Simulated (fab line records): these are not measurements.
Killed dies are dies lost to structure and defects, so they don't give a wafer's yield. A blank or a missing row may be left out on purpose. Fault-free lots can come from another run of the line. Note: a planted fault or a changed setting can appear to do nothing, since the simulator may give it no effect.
fab line records + flow nandHarc
record
- lots=6
- wafers=18
- lastDay=33
route steps=1302 shown A_STAIRCASE@802 END@1302
lots that met no fault: from a run of the same line without faults
startH: the number of hours between the record's first day and the start of the first shown wafer of the lot + waitH: time in hours since the lot's previous step + " identical to the entry in the row above + L1.1+2: one row covering several wafers at once + - no value, or no start was given + * or withheld: withheld + < > ~ a bound
route shown NAME@n: names a module that has steps shown in the file, with the first one's number in the route + usual: mean/standard deviation of fault-free wafers + same: alike in all rows + chamber/n: place in a boat + sites: each site's reading + _std_site: the standard deviation of these + _edge_site: outer sites' mean less inner sites' + radiusMm: for every site, how far away it sits from the centre of the wafer + mask NAME#n: copy n + behind: the tool/chamber that last shaped the wafer + hold: the reason the lot was held/the length of the hold in hours/how it ended + device: whichever transistor did not switch (one of n, p or np) + end of line: tests run on the same wafers once the route is complete + a step without rows: its recipe alone + killed: dies that structure and defects cost at the first sort, which is not the same as the wafer's yield + map: per-die view of a wafer (x killed, . not killed, _ where there is no die)
set.NAME: the run value of the setting; set.NAME@STEP: its run value at that earlier step + model.NAME: the simulator's own value behind a step, which no gauge read
lots at some steps of the route; a table a step, a row a wafer
services: a tool's chamber out of use, with start hour (startH, from the record's first day; less than 0 if before it), hours out, and reason
## steps
# step NHARC_A_STAIRCASE_EXPOSE_286
# recipe
- na=0.5
- doseMj=25.01
- maskId=CHOP_100
# step NHARC_A_STAIRCASE_PEB_287
# recipe
- pebTempC=115
- pebTimeS=130
# step NHARC_A_STAIRCASE_DEVELOP_288
# recipe
- timeS=140
# step NHARC_A_STAIRCASE_HARDBAKE_290
# recipe
- tempC=120
- timeS=140
# step NHARC_A_STAIRCASE_DESCUM_291
# recipe
- timeS=3
- o2FlowSccm=200
- arFlowSccm=0
- biasPowerW=0
- chemistry=O2
# step NHARC_A_STAIRCASE_ETCH_292
# recipe
- cf4FlowSccm=100
- chf3FlowSccm=30
- arFlowSccm=0
- rfW=500
- biasW=200
- chemistry=CF4/CHF3
# step NHARC_A_STAIRCASE_HM_OPEN_460
# recipe
- o2FlowSccm=400
- cosFlowSccm=20
- arFlowSccm=0
- rfW=500
- biasW=300
- chemistry=O2/COS
# usual
- drypumpMotorCurrentA=5.8/0.49
- o2FlowSccm=400.0/1.1
- oesProductAu=0.999/0.0077
- rfVppV=467.5/2.5
- showerheadPlenumPTorr=3.14/0.11
- throttleValvePct=28.330/0.0084
| lot.wafer | tool       | chamber | startH | waitH | drypumpMotorCurrentA | o2FlowSccm | oesProductAu | rfHoursCounterH | rfVppV | showerheadPlenumPTorr | throttleValvePct |
|-----------|------------|---------|--------|-------|----------------------|------------|--------------|-----------------|--------|-----------------------|------------------|
| L281.1    | rieDiel-04 | 0       | -      | -     | 5.3                  | 400.9      | 1.004        | 10              | 464.1  | 3.01                  | 28.315           |
| L281.4    | "          | 1       | "      | "     | 6.6                  | 399.2      | 0.999        | 12              | 462.4  | 2.91                  | 28.333           |
| L281.5    | "          | 1       | "      | "     | 6.6                  | 399.4      | 1.002        | -               | 463.0  | 2.91                  | 28.318           |
| L290.1    | rieDiel-12 | 3       | -      | -     | 6.1                  | 400.3      | 0.997        | 11              | 465.7  | 3.02                  | 28.327           |
| L290.5    | "          | 2       | "      | "     | 5.5                  | 400.1      | 0.999        | -               | 467.6  | 3.20                  | 28.333           |
| L290.6    | "          | 3       | "      | "     | 6.1                  | 401.4      | 1.003        | -               | 464.4  | 3.02                  | 28.336           |
| L292.4    | rieDiel-04 | 2       | -      | -     | 6.2                  | 398.9      | 0.995        | 56              | 468.5  | 3.19                  | 28.336           |
| L292.6    | "          | 3       | "      | "     | 6.0                  | 400.7      | 1.004        | -               | 472.6  | 3.29                  | 28.329           |
| L292.5    | "          | 0       | "      | "     | 5.3                  | 401.2      | 1.006        | -               | 462.9  | 2.99                  | 28.330           |
| L294.3    | rieDiel-11 | 0       | -      | -     | 6.3                  | 400.2      | 1.001        | 27              | 470.3  | 3.20                  | 28.327           |
| L294.4    | "          | 3       | "      | "     | 5.0                  | 400.3      | 1.009        | 30              | 466.5  | 3.08                  | 28.329           |
| L294.6    | "          | 1       | "      | "     | 6.2                  | 400.5      | 1.006        | -               | 470.0  | 3.23                  | 28.321           |
| L298.1    | rieDiel-12 | 2       | -      | -     | 5.5                  | 398.9      | 0.984        | 29              | 469.9  | 3.19                  | 28.321           |
| L298.4    | "          | 3       | "      | "     | 6.1                  | 397.8      | 0.985        | 31              | 466.0  | 3.01                  | 28.349           |
| L298.6    | "          | 1       | "      | "     | 5.5                  | 401.6      | 0.986        | -               | 469.6  | 3.17                  | 28.335           |
| L302.1    | rieDiel-12 | 2       | -      | -     | 5.4                  | 398.0      | 0.995        | 43              | 467.8  | 3.18                  | 28.323           |
| L302.2    | "          | 3       | "      | "     | 6.1                  | 400.2      | 0.993        | 46              | 464.8  | 3.01                  | 28.328           |
| L302.5    | "          | 1       | "      | "     | 5.5                  | 401.0      | 0.995        | -               | 467.8  | 3.16                  | 28.328           |
# step NHARC_A_STAIRCASE_STRIP_461
# recipe
- o2FlowSccm=400
- cosFlowSccm=20
- arFlowSccm=0
- biasW=0
- chemistry=O2/COS
# step NHARC_A_STAIRCASE_ETCH_452
# recipe
- targetDepthA=300
- overetchA=30
- timeS=16.5
- ionEnergyEv=100
- cf4FlowSccm=80
- o2FlowSccm=20
- arFlowSccm=0
- rfW=300
- biasW=100
- chemistry=CF4/O2
# step NHARC_A_STAIRCASE_ETCH_294
# recipe
- targetDepthA=49890
- timeS=1211.6
- ionEnergyEv=800
- c4f8FlowSccm=80
- o2FlowSccm=60
- arFlowSccm=withheld
- rfW=600
- biasW=3000
- chemistry=C4F8/O2/Ar
# step NHARC_A_STAIRCASE_STRIP_295
# recipe
- o2FlowSccm=500
- arFlowSccm=0
- biasW=0
- chemistry=O2
# step NHARC_A_STAIRCASE_STRIP_296
# recipe
- timeS=900
- tempC=130
- chemistry=SPM
# usual
- tempC=130.00/0.14
| lot.wafer | tool        | chamber | startH | waitH | tempC  |
|-----------|-------------|---------|--------|-------|--------|
| L281.5    | wetBench-06 | 3       | 393.87 | -     | 129.96 |
| L281.4    | "           | 4       | "      | "     | 129.99 |
| L281.1    | "           | 5       | "      | "     | 129.86 |
| L290.5    | wetBench-04 | 7       | 481.62 | -     | 130.09 |
| L290.6    | "           | 2       | "      | "     | 129.83 |
| L290.1    | "           | 3       | "      | "     | 129.78 |
| L292.4    | wetBench-04 | 5       | 515.75 | -     | 129.93 |
| L292.5    | "           | 6       | "      | "     | 130.05 |
| L292.6    | "           | 2       | "      | "     | 130.21 |
| L294.6    | wetBench-06 | 7       | 520.71 | -     | 129.88 |
| L294.4    | "           | 2       | "      | "     | 130.02 |
| L294.3    | "           | 4       | "      | "     | 130.05 |
| L298.6    | wetBench-06 | 1       | 557.78 | -     | 129.88 |
| L298.4    | "           | 4       | "      | "     | 129.92 |
| L298.1    | "           | 6       | "      | "     | 130.26 |
| L302.2    | wetBench-01 | 1       | 606.74 | -     | 130.01 |
| L302.1    | "           | 2       | "      | "     | 130.11 |
| L302.5    | "           | 5       | "      | "     | 130.08 |
# step NHARC_A_STAIRCASE_PRECLEAN_297
# recipe
- timeS=*
- tempC=50
- bathAgeMin=0
- chemistry=SC1
# step NHARC_A_STAIRCASE_SRD_298
# step NHARC_A_STAIRCASE_HM_DEP_462
# recipe
- targetThkA=8000
- tempC=400
- material=aC
# usual
- throttleValvePct=35.000/0.0087
| lot.wafer | tool      | chamber | startH | waitH | throttleValvePct |
|-----------|-----------|---------|--------|-------|------------------|
| L281.1    | aclDep-03 | 0       | 396.45 | 2.1   | 35.007           |
| L281.4    | "         | 0       | "      | "     | 34.988           |
| L281.5    | "         | 0       | "      | "     | 35.009           |
| L290.1    | aclDep-02 | 0       | 483.68 | 1.6   | 34.994           |
| L290.5    | "         | 0       | 484.92 | 2.8   | 34.994           |
| L290.6    | "         | 0       | "      | "     | 35.019           |
| L292.4    | aclDep-01 | 0       | 517.19 | 1.0   | 34.992           |
| L292.5    | "         | 0       | "      | "     | 34.994           |
| L292.6    | "         | 0       | "      | "     | 34.994           |
| L294.3    | aclDep-02 | 0       | 522.10 | 0.9   | 35.005           |
| L294.4    | "         | 0       | "      | "     | 34.988           |
| L294.6    | "         | 0       | "      | "     | 34.999           |
| L298.1    | aclDep-03 | 0       | 558.30 | 0.1   | 34.988           |
| L298.4    | "         | 0       | "      | "     | 35.005           |
| L298.6    | "         | 0       | "      | "     | 34.991           |
| L302.1    | aclDep-02 | 0       | 607.26 | 0.1   | 34.982           |
| L302.2    | "         | 0       | "      | "     | 35.001           |
| L302.5    | "         | 0       | "      | "     | 34.988           |
# step NHARC_A_STAIRCASE_DEP_301
# recipe
- targetThkA=300
- targetThkNm=30
- tempC=400
- pressureTorr=3.5
- flowSccm=200
- rfW=350
- material=SiON
# usual
- heaterPowerW=786/140
| lot.wafer | tool     | chamber | startH | waitH | heaterPowerW |
|-----------|----------|---------|--------|-------|--------------|
| L281.1    | pecvd-04 | 1       | 398.32 | 1.6   | 804          |
| L281.4    | "        | 2       | "      | "     | 872          |
| L281.5    | "        | 0       | "      | "     | 598          |
| L290.1    | pecvd-02 | 0       | 485.61 | 1.6   | 893          |
| L290.6    | "        | 1       | "      | "     | 761          |
| L290.5    | "        | 0       | "      | "     | 883          |
| L292.6    | pecvd-02 | 1       | 518.21 | 0.1   | 841          |
| L292.4    | "        | 2       | "      | "     | 599          |
| L292.5    | "        | 0       | "      | "     | 769          |
| L294.4    | pecvd-03 | 2       | 523.43 | 0.7   | 1123         |
| L294.3    | "        | 0       | "      | "     | 730          |
| L294.6    | "        | 2       | "      | "     | 1141         |
| L298.1    | pecvd-04 | 1       | 560.15 | 1.5   | 689          |
| L298.4    | "        | 1       | "      | "     | 656          |
| L298.6    | "        | 2       | "      | "     | 877          |
| L302.2    | pecvd-04 | 2       | 609.11 | 1.2   | 806          |
| L302.1    | "        | 0       | "      | "     | 682          |
| L302.5    | "        | 0       | "      | "     | 672          |
# step NHARC_A_STAIRCASE_DEHYDRATE_302
# recipe
- tempC=150
- timeS=120
# step NHARC_A_STAIRCASE_HMDS_303
# recipe
- timeS=30
# step NHARC_A_STAIRCASE_COAT_304
# recipe
- spinRpm=1200
# step NHARC_A_STAIRCASE_SOFTBAKE_305
# recipe
- tempC=135
- timeS=170
# step NHARC_A_STAIRCASE_EBR_306
# step NHARC_A_STAIRCASE_EXPOSE_307
# recipe
- na=0.5
- doseMj=45.72
- maskId=CHOP_50
# step NHARC_A_STAIRCASE_PEB_308
# recipe
- pebTempC=115
- pebTimeS=130
# step NHARC_A_STAIRCASE_DEVELOP_309
# recipe
- timeS=140
# step NHARC_A_STAIRCASE_HARDBAKE_311
# recipe
- tempC=120
- timeS=140
# step NHARC_A_STAIRCASE_DESCUM_312
# recipe
- timeS=3
- o2FlowSccm=200
- arFlowSccm=0
- biasPowerW=0
- chemistry=O2
# usual
- drypumpMotorCurrentA=5.8/0.53
- o2FlowSccm=200.0/0.61
- oesProductAu=0.997/0.0077
- rfVppV=57.9/0.95
- showerheadPlenumPTorr=1.93/0.073
- throttleValvePct=11.311/0.0096
| lot.wafer | tool       | chamber | startH | waitH | drypumpMotorCurrentA | o2FlowSccm | oesProductAu | rfHoursCounterH | rfVppV | showerheadPlenumPTorr | throttleValvePct |
|-----------|------------|---------|--------|-------|----------------------|------------|--------------|-----------------|--------|-----------------------|------------------|
| L281.4    | rieDiel-11 | 0       | 399.19 | -     | 6.3                  | 199.9      | 1.005        | 46              | 58.6   | 1.98                  | 11.314           |
| L281.1    | "          | 1       | "      | "     | 6.2                  | 199.3      | 0.995        | 40              | 58.7   | 2.00                  | 11.308           |
| L281.5    | "          | 0       | "      | "     | 6.3                  | 200.5      | 0.997        | -               | 58.2   | 1.98                  | 11.323           |
| L290.1    | rieDiel-12 | 0       | 486.42 | -     | 5.0                  | 200.1      | 1.003        | 11              | 56.9   | 1.86                  | 11.309           |
| L290.5    | "          | 3       | "      | "     | 6.1                  | 199.3      | 0.993        | -               | 58.1   | 1.85                  | 11.314           |
| L290.6    | "          | 2       | "      | "     | 5.5                  | 200.3      | 0.992        | -               | 58.1   | 1.96                  | 11.293           |
| L292.4    | rieDiel-12 | 1       | 519.12 | -     | 5.5                  | 199.8      | 0.993        | 15              | 58.8   | 1.95                  | 11.297           |
| L292.5    | "          | 3       | "      | "     | 6.1                  | 200.0      | 0.986        | -               | 57.6   | 1.85                  | 11.307           |
| L292.6    | "          | 0       | "      | "     | 5.0                  | 201.0      | 0.989        | -               | 58.1   | 1.85                  | 11.291           |
| L294.4    | rieDiel-11 | 3       | 524.91 | -     | 5.0                  | 199.8      | 0.994        | 32              | 59.0   | 1.88                  | 11.319           |
| L294.3    | "          | 2       | "      | "     | 6.1                  | 200.8      | 1.000        | 35              | 57.7   | 1.95                  | 11.316           |
| L294.6    | "          | 0       | "      | "     | 6.3                  | 200.1      | 1.001        | -               | 56.9   | 1.96                  | 11.310           |
| L298.4    | rieDiel-11 | 3       | 561.10 | -     | 5.0                  | 200.2      | 0.997        | 43              | 57.8   | 1.88                  | 11.322           |
| L298.1    | "          | 1       | "      | "     | 6.2                  | 199.6      | 1.005        | 47              | 58.9   | 1.98                  | 11.306           |
| L298.6    | "          | 0       | "      | "     | 6.3                  | 199.1      | 0.996        | -               | 59.3   | 1.96                  | 11.306           |
| L302.1    | rieDiel-12 | 0       | 610.11 | -     | 5.0                  | 199.7      | 0.997        | 49              | 56.3   | 1.84                  | 11.297           |
| L302.2    | "          | 1       | "      | "     | 5.5                  | 199.1      | 0.995        | 43              | 57.6   | 1.94                  | 11.314           |
| L302.5    | "          | 0       | "      | "     | 5.0                  | 199.6      | 0.992        | -               | 56.5   | 1.84                  | 11.308           |
# step NHARC_A_STAIRCASE_ETCH_313
# recipe
- cf4FlowSccm=100
- chf3FlowSccm=30
- arFlowSccm=0
- rfW=500
- biasW=200
- chemistry=CF4/CHF3
# step NHARC_A_STAIRCASE_HM_OPEN_463
# recipe
- o2FlowSccm=400
- cosFlowSccm=20
- arFlowSccm=0
- rfW=500
- biasW=300
- chemistry=O2/COS
# step NHARC_A_STAIRCASE_STRIP_464
# recipe
- o2FlowSccm=400
- cosFlowSccm=20
- arFlowSccm=0
- biasW=0
- chemistry=O2/COS
# step NHARC_A_STAIRCASE_ETCH_453
# recipe
- targetDepthA=300
- overetchA=30
- timeS=16.5
- ionEnergyEv=100
- cf4FlowSccm=80
- o2FlowSccm=20
- arFlowSccm=0
- rfW=300
- biasW=100
- chemistry=CF4/O2
# usual
- drypumpMotorCurrentA=5.8/0.51
- o2FlowSccm=20.00/0.053
- oes_f_703_au=1.000/0.0045
- oesProductAu=0.998/0.0075
- rfVppV=198.1/1.4
- showerheadPlenumPTorr=1.35/0.049
- throttleValvePct=13.398/0.0087
| lot.wafer | tool       | chamber | startH | waitH | drypumpMotorCurrentA | o2FlowSccm | oes_f_703_au | oesProductAu | rfHoursCounterH | rfVppV | showerheadPlenumPTorr | throttleValvePct |
|-----------|------------|---------|--------|-------|----------------------|------------|--------------|--------------|-----------------|--------|-----------------------|------------------|
| L281.1    | rieDiel-11 | 2       | -      | -     | 6.1                  | 20.01      | 1.003        | 1.000        | 38              | 198.5  | 1.37                  | 13.408           |
| L281.4    | "          | 3       | "      | "     | 5.0                  | 20.11      | 1.002        | 0.980        | 45              | 196.7  | 1.32                  | 13.396           |
| L281.5    | "          | 1       | "      | "     | 6.2                  | 20.01      | 0.991        | 0.986        | -               | 198.9  | 1.39                  | 13.399           |
| L290.1    | rieDiel-12 | 2       | -      | -     | 5.4                  | 20.02      | 0.995        | 0.997        | 12              | 198.4  | 1.37                  | 13.418           |
| L290.5    | "          | 2       | "      | "     | 5.4                  | 20.10      | 1.003        | 0.991        | -               | 197.6  | 1.37                  | 13.402           |
| L290.6    | "          | 0       | "      | "     | 5.0                  | 19.99      | 1.006        | 1.008        | -               | 197.7  | 1.30                  | 13.389           |
| L292.4    | rieDiel-12 | 0       | -      | -     | 4.9                  | 20.08      | 1.002        | 0.999        | 19              | 198.1  | 1.29                  | 13.396           |
| L292.5    | "          | 1       | "      | "     | 5.5                  | 20.04      | 1.005        | 0.993        | -               | 198.5  | 1.36                  | 13.396           |
| L292.6    | "          | 2       | "      | "     | 5.4                  | 19.93      | 0.993        | 0.989        | -               | 198.3  | 1.37                  | 13.388           |
| L294.3    | rieDiel-11 | 2       | -      | -     | 6.1                  | 20.01      | 0.998        | 1.016        | 36              | 198.9  | 1.36                  | 13.392           |
| L294.4    | "          | 3       | "      | "     | 5.0                  | 20.04      | 1.007        | 0.996        | 33              | 198.8  | 1.31                  | 13.402           |
| L294.6    | "          | 2       | "      | "     | 6.1                  | 19.97      | 0.988        | 1.011        | -               | 199.7  | 1.36                  | 13.403           |
| L298.4    | rieDiel-11 | 3       | -      | -     | 5.0                  | 20.00      | 0.999        | 0.989        | 44              | 196.9  | 1.31                  | 13.384           |
| L298.1    | "          | 0       | "      | "     | 6.3                  | 20.04      | 1.003        | 1.003        | 45              | 198.2  | 1.37                  | 13.402           |
| L298.6    | "          | 1       | "      | "     | 6.2                  | 20.00      | 1.000        | 1.002        | -               | 200.7  | 1.38                  | 13.397           |
| L302.1    | rieDiel-12 | 3       | -      | -     | 6.1                  | 20.00      | 1.001        | 0.989        | 48              | 196.7  | 1.28                  | 13.393           |
| L302.2    | "          | 0       | "      | "     | 5.0                  | 20.05      | 0.996        | 0.993        | 49              | 196.9  | 1.29                  | 13.383           |
| L302.5    | "          | 3       | "      | "     | 6.1                  | 20.02      | 0.987        | 0.994        | -               | 195.2  | 1.28                  | 13.400           |
# step NHARC_A_STAIRCASE_ETCH_315
# recipe
- targetDepthA=25000
- timeS=607.1
- ionEnergyEv=800
- c4f8FlowSccm=80
- o2FlowSccm=60
- arFlowSccm=withheld
- rfW=600
- biasW=3000
- chemistry=C4F8/O2/Ar
# step NHARC_A_STAIRCASE_STRIP_316
# recipe
- o2FlowSccm=500
- arFlowSccm=0
- biasW=0
- chemistry=O2
# step NHARC_A_STAIRCASE_STRIP_317
# recipe
- timeS=900
- tempC=130
- chemistry=SPM
# step NHARC_A_STAIRCASE_PRECLEAN_318
# recipe
- timeS=*
- tempC=50
- bathAgeMin=0
- chemistry=SC1
# step NHARC_A_STAIRCASE_SRD_329
# step NHARC_A_STAIRCASE_ALD_415
# recipe
- targetThkA=300
- pulseTimeS=6
- aldCycles=300
- tempC=300
- material=SiO2
# step NHARC_A_STAIRCASE_ETCHBACK_416
# recipe
- targetDepthA=360
- timeS=7.2
- c4f8FlowSccm=withheld
- o2FlowSccm=8
- arFlowSccm=withheld
- rfW=600
- biasW=800
- chemistry=C4F8/O2/Ar
# step NHARC_A_STAIRCASE_STRIP_476
# recipe
- timeS=20
- o2FlowSccm=500
- arFlowSccm=0
- biasW=0
- chemistry=O2
# step NHARC_END_SORT_01
# recipe
- tempC=25
# usual
- killedAtArray=58/15
- killedAtOther=0.8/1.2
- killedAtPeriphery=3.5/2.5
- killedDies=62/15
- killedOpen=3.2/1.7
- killedShort=2.4/1.5
# same
- grossDies=677
| lot.wafer | tool      | chamber | startH | waitH | killedAtArray | killedAtOther | killedAtPeriphery | killedDies | killedOpen | killedShort |
|-----------|-----------|---------|--------|-------|---------------|---------------|-------------------|------------|------------|-------------|
| L290.1    | prober-01 | 0       | 647.18 | 2.5   | 93            | 1             | 4                 | 98         | 6          | 0           |
| L290.5    | prober-01 | 0       | 650.37 | 3.7   | 118           | 0             | 5                 | 123        | 5          | 2           |
| L290.6    | prober-01 | 0       | 651.17 | 4.0   | 100           | 1             | 6                 | 107        | 2          | 0           |
| L292.4    | prober-02 | 0       | 710.46 | 3.4   | 119           | 0             | 6                 | 125        | 1          | 4           |
| L292.5    | prober-02 | 0       | 711.26 | 3.7   | 132           | 0             | 5                 | 137        | 3          | 5           |
| L292.6    | prober-02 | 0       | 712.06 | 4.0   | 88            | 0             | 2                 | 90         | 2          | 1           |
# killed by level:class
L290.1 A_STAIRCASE:unspecified=44 A_SLIT:chamberFilmFlake=30 A_CHANNEL_HOLE_D1:chamberFilmFlake=6 P_M2:chamberFilmFlake=2 A_DECK1_JOINT:chamberFilmFlake=2 A_STAIRCASE:chamberFilmFlake=2 A_CONTACT:chamberFilmFlake=2 A_M0:chamberFilmFlake=2
L290.5 A_STAIRCASE:unspecified=92 A_SLIT:chamberFilmFlake=17 P_M2:chamberFilmFlake=3 A_CHANNEL_FILL_D2:geometricParticle:open=2 A_WL_FILL:chamberFilmFlake=2 P_CONTACT:geometricParticle:short=1 P_M0:geometricParticle:open=1 A_ONON_D1:geometricParticle:open=1
L290.6 A_STAIRCASE:unspecified=64 A_SLIT:chamberFilmFlake=19 A_CHANNEL_HOLE_D1:chamberFilmFlake=9 P_M2:chamberFilmFlake=3 A_CONTACT:chamberFilmFlake=3 P_M1:chamberFilmFlake=2 A_STAIRCASE:chamberFilmFlake=2 P_M0:geometricParticle:open=1
L292.4 A_STAIRCASE:unspecified=94 A_CHANNEL_HOLE_D1:chamberFilmFlake=4 A_CONTACT:chamberFilmFlake=4 A_SLIT:chamberFilmFlake=4 P_GATE:chamberFilmFlake=3 A_CHANNEL_FILL_D2:chamberFilmFlake=3 A_DECK1_JOINT:geometricParticle:short=2 A_CHANNEL_FILL_D1:chamberFilmFlake=2
L292.5 A_STAIRCASE:unspecified=103 A_CHANNEL_HOLE_D1:chamberFilmFlake=7 A_SLIT:chamberFilmFlake=4 A_CHANNEL_FILL_D1:chamberFilmFlake=3 A_DECK1_JOINT:chamberFilmFlake=3 A_CONTACT:chamberFilmFlake=3 A_CHANNEL_FILL_D2:geometricParticle:short=2 P_GATE:chamberFilmFlake=2
L292.6 A_STAIRCASE:unspecified=62 A_CHANNEL_HOLE_D1:chamberFilmFlake=9 A_CONTACT:chamberFilmFlake=6 A_SLIT:chamberFilmFlake=4 A_WL_FILL:chamberFilmFlake=3 A_CHANNEL_FILL_D2:geometricParticle:open=2 A_DECK1_JOINT:geometricParticle:short=1 P_GATE:chamberFilmFlake=1
# map L290.5 (x killed, . not)
____________.____________
_________......._________
_______..........._______
______.............______
_____x.............._____
____.................____
____...x.............____
___...................___
___...................___
__...........x.........__
__.....................__
_......................._
_.....................x._
_...................x..._
_.x....................._
_x..................x..._
.........................
...x..............x......
.........................
......x.x................
.........x...............
_x..xxxxxx.............._
_...xxxxxxx.x..x........_
_.x.xxxxxxxxx..........._
_...xxxxxxxxx.......x..._
_.xxxxxxxxxxx...x......._
__..xxxxxxxxxx.x.......__
__xxxxxxxxxxx..........__
___xxxxxxxxxxx........___
___.xxxxxxxxx.........___
____xxxxxxx..........____
____.xxxxxxx.........____
_____.x.xxx........._____
______.........x...______
_______..x........_______
_________......._________
____________.____________
# map L292.5 (x killed, . not)
____________.____________
_________x......_________
_______..x........_______
______.............______
_____.............x._____
____......x..........____
____.................____
___...................___
___..................x___
__.....................__
__..x.....x............__
_.........x......x......_
_.x...x......x....x....._
_............x.xxx..x..._
_............xxxxx.x...._
_............xxxxxxxx..._
..............xxxxx......
............xxxxxxxx.....
............xxxxxxxx.....
...........xxxxxxxxxx....
...........xxxxxxxxxx....
_..........xxxxxxxxxx..._
_.x..........xxxxxxx...._
_........x..xxxxxxxx...._
_.......x..xxxxxxxxx...._
_.........x....xxxx....._
__........xx...xx..x...__
__.........x..x..x.....__
___..x.xxxxx.....x....___
___...x..x............___
____.................____
____.x..........x....____
_____...x....x......_____
______.............______
_______..........._______
_________......._________
____________x____________
## services
| tool        | chamber | startH | hours | kind   |
|-------------|---------|--------|-------|--------|
| wetBench-06 | -       | 369.65 | 8.0   | pm     |
| rieDiel-04  | 1       | 395.52 | 5.5   | repair |
| rieDiel-12  | -       | 396.22 | 1.2   | repair |
| wetBench-04 | -       | 403.20 | 8.0   | pm     |
| pecvd-02    | -       | 408.35 | 13.0  | pm     |
| rieDiel-04  | 1       | 411.04 | 2.2   | repair |
| rieDiel-04  | 0       | 416.90 | 7.5   | repair |
| aclDep-02   | -       | 427.95 | 13.0  | pm     |
| rieDiel-11  | -       | 432.54 | 9.0   | pm     |
| rieDiel-12  | -       | 445.50 | 9.0   | pm     |
| rieDiel-04  | 1       | 446.43 | 59.4  | repair |
| pecvd-04    | -       | 450.00 | 13.0  | pm     |
| aclDep-03   | -       | 483.13 | 13.0  | pm     |
| rieDiel-11  | 2       | 488.06 | 1.5   | repair |
| pecvd-02    | -       | 515.73 | 1.5   | repair |
| pecvd-04    | -       | 525.46 | 1.0   | repair |
| pecvd-04    | -       | 533.62 | 0.5   | repair |
| rieDiel-04  | -       | 534.82 | 9.0   | pm     |
| wetBench-06 | -       | 545.72 | 8.0   | pm     |
| rieDiel-12  | 3       | 562.56 | 6.0   | repair |
| rieDiel-11  | 3       | 579.65 | 3.0   | repair |
| pecvd-04    | -       | 605.56 | 0.6   | repair |
| aclDep-02   | -       | 609.09 | 13.0  | pm     |
| rieDiel-11  | -       | 609.54 | 9.0   | pm     |
## key
firstSign
- step=NHARC_END_SORT_01
- reading=killedDies
- direction=up
- sigmas=3.4
- usual=62
- struck=113
effect
- step=NHARC_END_SORT_01
- reading=killedAtArray
- direction=up
- sigmas=3.3
- usual=58
- struck=108
moreKillsBornAt
- NHARC_A_STAIRCASE_STRIP_296@wetBench-04=459
metAt NHARC_A_STAIRCASE_STRIP_296
struckWafers L290.1,L290.5,L290.6,L292.4,L292.5,L292.6
testerLeftOut L290,L292
alsoFits NHARC_A_STAIRCASE_DEP_301:pecvd-02
fault
- kind=chamberParticleSource
- tool=wetBench-04
- chamber=-
- onsetH=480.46
- steps=NHARC_A_STAIRCASE_STRIP_296
- ratePerVisitCm2=1.4421
- endH=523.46
# testerLeftOut: of these lots the tester's yield and bins aren't shown, on N5 and GAA mostly nor the transistor test; their killed dies are dies lost to structure and defects alone, not to doping, threshold or leakage, so they don't give the yield
